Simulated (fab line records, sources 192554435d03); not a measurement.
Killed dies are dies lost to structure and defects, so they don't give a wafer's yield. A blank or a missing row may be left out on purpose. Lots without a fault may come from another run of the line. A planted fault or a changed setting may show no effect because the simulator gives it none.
Chamber matching | flow n5_finfet | N5_BEOL_M6_CMP_52 on cmp-04: 4 sister chambers
The step polishes, stops on SiCOH lowk, t overpolish 6.9 s, target thk 80 nm. 22 wafers are shown with their chamber, then 11 later ones without.

WAFERS WITH THEIR CHAMBER
wafer  | chamber | time_to_endpoint_s (s) | barrier_field_endpoint_s (s) | motor_current_A (A)
L074.1 | 3       | 57                     | 28.5                         | 5.4
L074.2 | 2       | 61                     | 29.5                         | 5.4
L074.5 | 0       | 63                     | 29.5                         | 6.1
L079.2 | 0       | 71                     | 30.5                         | 5.7
L079.3 | 2       | 66                     | 29.1                         | 5.6
L079.4 | 1       | 69                     | 29.9                         | 5.4
L080.2 | 3       | 58                     | 28.3                         | 5.6
L080.3 | 1       | 67                     | 30.7                         | 5.4
L080.4 | 2       | 63                     | 29.6                         | 5.3
L082.1 | 1       | 65                     | 30.4                         | 5.5
L082.3 | 3       | 60                     | 27.8                         | 5.6
L082.4 | 2       | 62                     | 29.3                         | 5.5
L083.2 | 2       | 64                     | 28.4                         | 5.6
L083.3 | 0       | 67                     | 29.5                         | 5.8
L083.6 | 2       | 64                     | 29.1                         | 5.6
L084.3 | 2       | 61                     | 28.5                         | 5.4
L084.5 | 2       | 64                     | 29.5                         | 5.4
L084.6 | 3       | 56                     | 28.9                         | 5.4
L085.1 | 0       | 64                     | 29.3                         | 5.8
L085.2 | 1       | 64                     | 29.7                         | 5.6
L085.6 | 1       | 64                     | 29.3                         | 5.6
L090.4 | 1       | 63                     | 30.0                         | 5.5

SIGNATURES (means of the wafers above)
reading                  | chamber 0 | chamber 1 | chamber 2 | chamber 3 | scatter within a chamber
time_to_endpoint_s       | 66.25     | 65.33     | 63.12     | 57.75     | 2.28
barrier_field_endpoint_s | 29.700    | 30.000    | 29.125    | 28.375    | 0.483
motor_current_A          | 5.850     | 5.500     | 5.475     | 5.500     | 0.121
Rule: a wafer's distance from a chamber is the root of the sum, over the readings, of the square of ((its reading less the chamber's mean) divided by the reading's scatter). The wafer belongs to the nearest chamber; if the next one is less than 2 further off, it can't be placed. The scatter: the root of (the sum of the squares of (reading less its chamber's mean) over the shown wafers, divided by (wafers less chambers)).

WAFERS WITHOUT THEIR CHAMBER
wafer  | time_to_endpoint_s (s) | barrier_field_endpoint_s (s) | motor_current_A (A)
L090.5 | 64                     | 30.0                         | 6.0
L090.6 | 63                     | 29.7                         | 5.6
L092.1 | 55                     | 26.7                         | 5.4
L092.2 | 58                     | 28.1                         | 5.3
L092.5 | 65                     | 29.6                         | 5.9
L094.2 | 62                     | 28.8                         | 5.1
L094.3 | 54                     | 27.6                         | 5.4
L094.4 | 60                     | 29.5                         | 5.8
L096.1 | 60                     | 28.4                         | 5.3
L096.3 | 66                     | 29.1                         | 5.8
L096.5 | 62                     | 29.4                         | 5.9

WHICH CHAMBER EACH WENT THROUGH
wafer  | from the rows above               | in truth
L090.5 | 0                                 | 0
L090.6 | can't be placed: 1 or 2 or 0      | 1
L092.1 | 3                                 | 3
L092.2 | can't be placed: 3 or 2           | 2
L092.5 | 0                                 | 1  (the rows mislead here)
L094.2 | can't be placed: 2 or 3 or 1      | 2
L094.3 | 3                                 | 3
L094.4 | can't be placed: 0 or 2 or 3 or 1 | 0
L096.1 | can't be placed: 3 or 2           | 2
L096.3 | can't be placed: 0 or 2 or 1      | 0
L096.5 | can't be placed: 0 or 2 or 1      | 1
Placed correctly: 3 of 11. Can't be placed from these rows: 7 (the true chamber is among the candidates in 7). Placed wrongly: 1.
